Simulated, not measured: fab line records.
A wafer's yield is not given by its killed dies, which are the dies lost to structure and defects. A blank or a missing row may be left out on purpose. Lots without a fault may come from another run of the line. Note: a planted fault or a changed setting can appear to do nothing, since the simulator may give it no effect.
Matching of chambers    flow n5_finfet    N5_BEOL_M9_DESCUM_16 on rie_diel-03: 4 sister chambers
The step chemistry O2, time 7.9 s. 4 wafers are shown with their chamber, then 12 later ones without.

## WAFERS WITH THEIR CHAMBER
wafer   chamber  showerhead_plenum_p_Torr (Torr)
L086.4  2        2.18
L087.5  1        2.16
L090.1  3        1.92
L090.6  0        2.15

## WAFERS MISSING THEIR CHAMBER
wafer   showerhead_plenum_p_Torr (Torr)
L093.1  2.16
L093.4  2.15
L093.5  1.91
L094.2  2.16
L094.3  2.17
L094.4  2.15
L095.1  2.16
L095.3  1.91
L095.4  2.15
L097.1  1.91
L097.4  2.16
L097.5  2.16

## THE CHAMBER EACH PASSED THROUGH
wafer   from the rows above           in truth
L093.1  can't be placed: 1 or 0       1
L093.4  can't be placed: 0 or 1       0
L093.5  3                             3
L094.2  can't be placed: 1 or 0       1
L094.3  can't be placed: 1 or 2 or 0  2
L094.4  can't be placed: 0 or 1       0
L095.1  can't be placed: 1 or 0       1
L095.3  3                             3
L095.4  can't be placed: 0 or 1       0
L097.1  3                             3
L097.4  can't be placed: 1 or 0       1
L097.5  can't be placed: 1 or 0       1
Placed correctly: 3 of 12. Can't be placed from these rows: 9 (the true chamber is among the candidates in 9). Wrongly placed: 0.
How it was worked out, from the rows above alone: a wafer's distance from a chamber is the root of the sum, over the readings, of the square of ((its reading less the chamber's mean) divided by the reading's scatter). If the next closest chamber is less than 2 further off than the closest, the wafer can't be placed; otherwise it belongs to the closest. Each chamber's mean is taken over the wafers shown for it. The scatter: with one shown wafer a chamber, the root of the mean of the squares of how far each hidden wafer lies from its nearest shown one.
